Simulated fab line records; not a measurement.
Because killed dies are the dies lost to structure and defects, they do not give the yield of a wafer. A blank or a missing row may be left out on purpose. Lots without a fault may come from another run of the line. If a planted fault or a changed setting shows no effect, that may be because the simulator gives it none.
Split-lot trial :: flow n5-finfet :: route with 1938 steps; 7 lots, 21 wafers read

## THE SPLIT
At N5_HKMG_FIN_EXPOSE_09 (exposes mask NWFM), the setting dose-mj was moved away from the recipe's 39.25 on 9 of the 21 wafers read, by -5.8% to +5.8%. This setting was run at the recipe's value on the other wafers.

## FROM THE SPLIT TO THE READING: what the file shows between them, 2 steps
- N5_HKMG_FIN_PEB_10: peb time 60 s
- N5_HKMG_FIN_DEVELOP_11: develop time 30 s

## THE READING
Shown in nm: cd-nm at N5_HKMG_FIN_CD_MEAS_12, with target cd 92.8 nm. On this fab line, fault-free wafers typically give 93.1 nm with a standard deviation of 0.55 nm.

wafer: L077.1
tool, chamber at the split: arfi-scanner-02, 0
dose-mj as run: 39.25
against the recipe: recipe
cd-nm, nm: 93.1
against lot-mates on the recipe: -

wafer: L077.5
tool, chamber at the split: arfi-scanner-02, 0
dose-mj as run: 39.25
against the recipe: recipe
cd-nm, nm: 93.0
against lot-mates on the recipe: -

wafer: L077.6
tool, chamber at the split: arfi-scanner-02, 0
dose-mj as run: 39.25
against the recipe: recipe
cd-nm, nm: 93.5
against lot-mates on the recipe: -

wafer: L079.1
tool, chamber at the split: arfi-scanner-02, 0
dose-mj as run: 39.25
against the recipe: recipe
cd-nm, nm: 94.0
against lot-mates on the recipe: -

wafer: L079.3
tool, chamber at the split: arfi-scanner-02, 0
dose-mj as run: 39.25
against the recipe: recipe
cd-nm, nm: 92.8
against lot-mates on the recipe: -

wafer: L079.4
tool, chamber at the split: arfi-scanner-02, 0
dose-mj as run: 39.25
against the recipe: recipe
cd-nm, nm: 93.6
against lot-mates on the recipe: -

wafer: L082.1
tool, chamber at the split: arfi-scanner-02, 0
dose-mj as run: 40.4
against the recipe: +2.9%
cd-nm, nm: 95.7
against lot-mates on the recipe: +2.4

wafer: L082.3
tool, chamber at the split: arfi-scanner-02, 0
dose-mj as run: 40.4
against the recipe: +2.9%
cd-nm, nm: 95.7
against lot-mates on the recipe: +2.4

wafer: L082.6
tool, chamber at the split: arfi-scanner-02, 0
dose-mj as run: 39.25
against the recipe: recipe
cd-nm, nm: 93.3
against lot-mates on the recipe: -

wafer: L083.1
tool, chamber at the split: arfi-scanner-03, 0
dose-mj as run: 37.75
against the recipe: -3.8%
cd-nm, nm: 90.8
against lot-mates on the recipe: -2.3

wafer: L083.4
tool, chamber at the split: arfi-scanner-03, 0
dose-mj as run: 39.25
against the recipe: recipe
cd-nm, nm: 93.1
against lot-mates on the recipe: -

wafer: L083.5
tool, chamber at the split: arfi-scanner-03, 0
dose-mj as run: 37.75
against the recipe: -3.8%
cd-nm, nm: 90.7
against lot-mates on the recipe: -2.4

wafer: L086.1
tool, chamber at the split: arfi-scanner-03, 0
dose-mj as run: 39.25
against the recipe: recipe
cd-nm, nm: 92.2
against lot-mates on the recipe: -

wafer: L086.2
tool, chamber at the split: arfi-scanner-03, 0
dose-mj as run: 36.99
against the recipe: -5.8%
cd-nm, nm: 89.2
against lot-mates on the recipe: -2.8

wafer: L086.3
tool, chamber at the split: arfi-scanner-03, 0
dose-mj as run: 39.25
against the recipe: recipe
cd-nm, nm: 91.8
against lot-mates on the recipe: -

wafer: L091.1
tool, chamber at the split: arfi-scanner-02, 0
dose-mj as run: 37.78
against the recipe: -3.7%
cd-nm, nm: 90.3
against lot-mates on the recipe: -1.5

wafer: L091.2
tool, chamber at the split: arfi-scanner-02, 0
dose-mj as run: 39.25
against the recipe: recipe
cd-nm, nm: 91.8
against lot-mates on the recipe: -

wafer: L091.5
tool, chamber at the split: arfi-scanner-02, 0
dose-mj as run: 37.78
against the recipe: -3.7%
cd-nm, nm: 90.2
against lot-mates on the recipe: -1.6

wafer: L095.3
tool, chamber at the split: arfi-scanner-01, 0
dose-mj as run: 41.54
against the recipe: +5.8%
cd-nm, nm: 96.5
against lot-mates on the recipe: +3.5

wafer: L095.4
tool, chamber at the split: arfi-scanner-01, 0
dose-mj as run: 41.54
against the recipe: +5.8%
cd-nm, nm: 96.7
against lot-mates on the recipe: +3.7

wafer: L095.5
tool, chamber at the split: arfi-scanner-01, 0
dose-mj as run: 39.25
against the recipe: recipe
cd-nm, nm: 93.0
against lot-mates on the recipe: -

THE FIT
A straight line over all 21 wafers: cd-nm changes by +0.669 nm for each +1% of dose-mj; r = +0.96; the points scatter about the line by 0.6 nm.
The same after taking each lot's own level away (the mean of its wafers on the recipe; 21 wafers): +0.582 nm for each +1%; r = +0.98; scatter 0.37 nm.
That fit puts the effect of the largest move of dose-mj on the reading at 3.4 nm.
The lots' own levels span 91.80 to 93.47 nm, that is 3.0 times the standard deviation above.
So the lot-to-lot level changes the slope: the two fits differ.
Check: for one of the wafers moved furthest among these (+5.8%), held out of the fit, the line's prediction against its lot-mates is +3.58 nm. Against them it came out at +3.5 nm.

## THE OTHER SPLITS THESE WAFERS WENT THROUGH
These wafers also went through other splits before the reading. Each is held against what the fit with the lots' levels taken away leaves over:
other split on the same wafers: N5_SD_EPI_N_PEB_07 peb-time-s
wafers away from the commonest value: 6
r with cd-nm (lot level and that fit taken away): +0.18

other split on the same wafers: N5_SD_EPI_N_ETCH_45 target-depth-a
wafers away from the commonest value: 8
r with cd-nm (lot level and that fit taken away): +0.18

other split on the same wafers: N5_ILD0_ALD_15 ald-cycles
wafers away from the commonest value: 5
r with cd-nm (lot level and that fit taken away): +0.05

other split on the same wafers: N5_SDB_COAT_03 spin-rpm
wafers away from the commonest value: 8
r with cd-nm (lot level and that fit taken away): +0.28

other split on the same wafers: N5_HKMG_FIN_COAT_41 spin-rpm
wafers away from the commonest value: 9
r with cd-nm (lot level and that fit taken away): +0.24

other split on the same wafers: N5_HKMG_FIN_EXPOSE_46 dose-mj
wafers away from the commonest value: 8
r with cd-nm (lot level and that fit taken away): +0.18

other split on the same wafers: N5_HKMG_FIN_COAT_06 spin-rpm
wafers away from the commonest value: 11
r with cd-nm (lot level and that fit taken away): +0.27

## THE FILE'S OWN FIT
cd-nm changes by +0.565 nm for each +1% of dose-mj, r = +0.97.
